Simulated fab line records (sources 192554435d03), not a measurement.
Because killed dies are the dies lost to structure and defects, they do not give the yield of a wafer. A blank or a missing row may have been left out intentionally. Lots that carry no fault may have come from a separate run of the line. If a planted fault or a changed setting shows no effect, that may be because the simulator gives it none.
Problem report, 8D (eight disciplines) form, completed by code || flow n5Finfet || the parts of the form that need people (team, actions taken, sign-off) are left out

== 1. PROBLEM STATEMENT ==
spinSpeedRpm at N5_BEOL_M11_COAT_60 reads a mean of 1443.7 rpm on 6 wafers of 2 lots; wafers without a fault read 1499.9 rpm with a standard deviation of 1.2. Measured from the usual mean, that is -47 standard deviations.
The step: time 60 s, resist thk 30 nm.
First seen on wafer L514.2, day 15 02:55, on lithoTrack-05. The record has a number at this step for 12 wafers belonging to 4 lots. By rule, "out" or "out of limits" means more than 4 standard deviations away from the usual mean. The rest of the wafers with a number are treated as sound.

== 2. WHAT THIS IS AND IS NOT ==
{"question": "which readings at this step", "is": "spinSpeedRpm", "is not": "-"}
{"question": "which lots", "is": "L513, L514", "is not": "L507, L517"}
{"question": "which wafers of those lots", "is": "all that have a number", "is not": "-"}
{"question": "read on which tools", "is": "lithoTrack-05", "is not": "lithoTrack-01"}
{"question": "when", "is": "from day 15 02:55", "is not": "up to then (3 sound wafers); but 3 sound wafers of L517 came after"}

== 3. SUSPECTS, AND WHAT RULES EACH OUT ==
Counting: any tool at a process step up to the reading is kept as a suspect provided that every lot that is out went through it and no sound lot did after the first of them.
- lithoTrack-05 at N5_BEOL_M11_COAT_60 (time 60 s, resist thk 30 nm): kept. Every lot that is out went through it, starting with L514 (day 15 02:55), and after that it ran no sound lot; the last sound lot it ran before then is L507 (day 13 13:26). Its own readings are out on those wafers: spinSpeedRpm.
Remaining after the count: lithoTrack-05 at N5_BEOL_M11_COAT_60.

== 4. THE CAUSE (what the simulator had put in) ==
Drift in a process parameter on lithoTrack-05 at N5_BEOL_M11_COAT_60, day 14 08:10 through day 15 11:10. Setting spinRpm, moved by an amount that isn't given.
The count eliminated every tool but this one.

== 5. THE EFFECT CHAIN, in route order ==
Each row: a reading whose mean over the struck wafers that have a number lies more than 3 standard deviations from the usual. Scope: only readings with a usual standard deviation given in the record; hours: median across lots of the time from each lot's start at the first step in this table that gives one to its start at this step; sigmas: change in usual standard deviations.
{"hours": 0, "step": "N5_BEOL_M11_COAT_60", "reading": "spinSpeedRpm", "usual": "1499.9 rpm", "on struck wafers": 1443.7, "change": -56.2, "sigmas": -47}
Here are the process steps it includes:
- N5_BEOL_M11_COAT_60: time 60 s, resist thk 30 nm.

== 6. HOW IT WOULD HAVE BEEN CAUGHT EARLIER ==
19 hours passed between the start of the fault at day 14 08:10 and the first reading out of limits in this record, taken at day 15 02:55.
